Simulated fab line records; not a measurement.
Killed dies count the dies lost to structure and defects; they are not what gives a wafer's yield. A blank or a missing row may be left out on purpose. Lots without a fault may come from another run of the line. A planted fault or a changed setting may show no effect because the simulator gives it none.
Chamber matching :: flow nand harc :: NHARC_P_GATE_STRIP_108 on rie diel-11: 4 sister chambers
The step strips in O2. 4 wafers are shown with their chamber, then 7 later ones without.

## WAFERS, EACH WITH ITS CHAMBER
wafer: L512.1
chamber: 3
showerhead plenum p Torr (Torr): 3.46

wafer: L512.3
chamber: 2
showerhead plenum p Torr (Torr): 3.72

wafer: L514.2
chamber: 0
showerhead plenum p Torr (Torr): 3.29

wafer: L514.3
chamber: 1
showerhead plenum p Torr (Torr): 3.66

## WAFERS WHOSE CHAMBER IS MISSING
wafer: L514.5
showerhead plenum p Torr (Torr): 3.66

wafer: L524.3
showerhead plenum p Torr (Torr): 3.71

wafer: L524.5
showerhead plenum p Torr (Torr): 3.29

wafer: L524.6
showerhead plenum p Torr (Torr): 3.65

wafer: L526.3
showerhead plenum p Torr (Torr): 3.46

wafer: L526.4
showerhead plenum p Torr (Torr): 3.71

wafer: L526.5
showerhead plenum p Torr (Torr): 3.46

## THE CHAMBER EACH PASSED THROUGH
wafer: L514.5
from the rows above: 1
in truth: 1

wafer: L524.3
from the rows above: 2
in truth: 2

wafer: L524.5
from the rows above: 0
in truth: 0

wafer: L524.6
from the rows above: 1
in truth: 1

wafer: L526.3
from the rows above: 3
in truth: 3

wafer: L526.4
from the rows above: 2
in truth: 2

wafer: L526.5
from the rows above: 3
in truth: 3
7 of 7 placed correctly. Left unplaced by these rows: 0. 0 placed wrongly.
How it was worked out, from the rows above alone: a wafer's distance from a chamber is the root of the sum, over the readings, of the square of ((its reading less the chamber's mean) divided by the reading's scatter). The wafer belongs to the nearest chamber; if the next one is less than 2 further off, it can't be placed. Each chamber's mean is taken over the wafers shown for it. The scatter: with one shown wafer a chamber, the root of the mean of the squares of how far each hidden wafer lies from its nearest shown one.
